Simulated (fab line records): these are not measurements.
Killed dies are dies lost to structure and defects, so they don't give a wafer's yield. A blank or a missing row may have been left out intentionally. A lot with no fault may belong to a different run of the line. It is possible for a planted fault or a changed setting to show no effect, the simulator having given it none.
A lot that was struck, set against a sound lot / flow n5Finfet / 28 steps out of a route of 1938
Sound: these wafers, L970.3, L970.4, L970.5. Struck: wafer L967.3. (L967.5, L967.6 of the same lot were not struck and are left out.) The cause comes at the end.
Each step with rows lists, per side, the tool, then ch with its chambers, then its first start. Under that, the readings that differ: sound wafers / struck wafers / difference of the means / sigmas: that difference in standard deviations of wafers without a fault.
alike: readings with means less than 2 such deviations apart, plus words and numbers identical on both sides. not compared: withheld readings, readings lacking a value on some wafer, bounds such as >300 that could conceal the same value, and numbers that have no deviation in the record and whose values overlap.
The two part at a step that has a row with sigmas, a row that says differs or no value, or rows on one side only. Numbers that have no deviation but don't overlap get no sigmas and don't part them. A reading missing from all wafers of one side parts the sides only when that side holds two or more wafers.

first, 9 steps without rows for these wafers: N5_BEOL_M1_COAT_05 (resist thk 30 nm); N5_BEOL_M1_EBR_07; N5_BEOL_M1_SOFTBAKE_06 (time 60 s); N5_BEOL_M1_EXPOSE_08 (exposes mask M1); N5_BEOL_M1_PEB_09 (peb time 60 s); N5_BEOL_M1_DEVELOP_10 (develop time 30 s); N5_BEOL_M1_DESCUM_16 (chemistry O2, time 7 s); N5_BEOL_M1_ETCH_74 (etches underlayer in N2/H2, target depth 6.5 nm, time 5.2 s); N5_BEOL_M1_ETCH_63 (etches SiARC in CF4, target depth 15.6 nm, time 26 s).
N5_BEOL_M1_ETCH_64: etches SOC in N2/H2, target depth 75 nm, overetch 15 nm, time 112.5 s.
  sound on rieDiel-03 ch 0,2, day 9 10:40; struck on rieDiel-02 ch 1, day 8 20:42
reading=throttleValvePct (%); sound=18.01 18.02 17.89; struck=17.50; difference=-0.47; sigmas=-2
  alike: biasW, chamberPressureMTorr, drypumpMotorCurrentA, n2FlowSccm, oesProductAu, rfVppV, showerheadPlenumPTorr
  not compared: rfHoursCounterH
then, 14 steps without rows for these wafers: N5_BEOL_M1_STRIP_65 (strips in N2/H2); N5_BEOL_M1_STRIP_75 (strips in N2/H2); N5_BEOL_M1_STRIP_66 (strips in CF4); N5_BEOL_M1_HM_OPEN_17 (chemistry Cl2/BCl3, target TiN, target depth 20 nm, overetch 6 nm); N5_BEOL_M1_STRIP_19 (strips in O2); N5_BEOL_M1_COAT_67 (time 60 s, resist thk 60 nm); N5_BEOL_M1_COAT_68 (time 60 s, resist thk 12 nm); N5_BEOL_M1_COAT_76 (time 60 s, resist thk 5 nm); N5_BEOL_M1_COAT_22 (resist thk 30 nm); N5_BEOL_M1_EBR_24; N5_BEOL_M1_SOFTBAKE_23 (time 60 s); N5_BEOL_M1_EXPOSE_25 (exposes mask V0, defocus 5 nm, target cd 24 nm); N5_BEOL_M1_PEB_26 (peb time 60 s); N5_BEOL_M1_DEVELOP_27 (develop time 30 s).
N5_BEOL_M1_INSPECT_30: inspects for defects (brightfield).
  sound: defectInspect-02 at day 9 11:26; struck: defectInspect-02 at day 8 21:31
reading=rawDefectCount; sound=320 287 230; struck=1056; difference=+777; sigmas=+9
then, 1 step without rows for these wafers: N5_BEOL_M1_DESCUM_33 (chemistry O2, time 7 s).
-- here the record skips 4 days between the struck wafers' starts before and after, leaving off in module BEOL_M1 and picking up in module BEOL_M4 (first step shown: number 1111 of the route) --
N5_BEOL_M4_RC_MEAS_101:
  sound on prober-02 ch 0, day 12 14:14; struck on prober-01 ch 0, day 12 12:02
  alike: DIBL_N, DIBL_P, IOFF_N, IOFF_P, ION_N, ION_P, SS_N, SS_P, VT_N, VT_P
-- the record jumps here: 5 days lie between the struck wafers' starts before and after (it left off in module BEOL_M4 and takes up again in module PASSIVATION, whose first step shown is number 1936 of the route) --
N5_PASSIVATION_PROBE_49:
  sound: prober-01 at day 17 16:37; struck: prober-01 at day 17 04:47
reading=defectLimitedYield (%); sound=91.6 89.4 90.7; struck=83.8; difference=-6.8; sigmas=-5
reading=killed_at_M0_to_M3; sound=38 34 33; struck=136; difference=+101; sigmas=+10
reading=killedDies; sound=99 125 110; struck=191; difference=+80; sigmas=+4
reading=killedOnRim; sound=12 18 19; struck=25; difference=+9; sigmas=+2
reading=sort_bin_4_leakage (%); sound=0 0.34 0; struck=0; difference=+0; sigmas=-3
reading=sort_bin_5_function (%); sound=5.2 6.9 5.0; struck=10.8; difference=+5.1; sigmas=+5
reading=sortNPass; sound=1081 1051 1070; struck=989; difference=-78; sigmas=-4
reading=sortYieldPct (%); sound=91.6 89.1 90.7; struck=83.8; difference=-6.7; sigmas=-4
  alike: killed_at_M4_up, killedAtContacts, killedAtFrontEnd, killedAtOther, killedOpen, killedShort, sort_bin_6_memory

WHERE THEY PART
First at N5_BEOL_M1_ETCH_64; last, within this record, at N5_PASSIVATION_PROBE_49.

WHY: the cause the simulator had injected
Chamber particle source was rieDiel-02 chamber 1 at N5_BEOL_M1_ETCH_64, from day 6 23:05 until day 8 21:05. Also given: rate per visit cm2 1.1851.
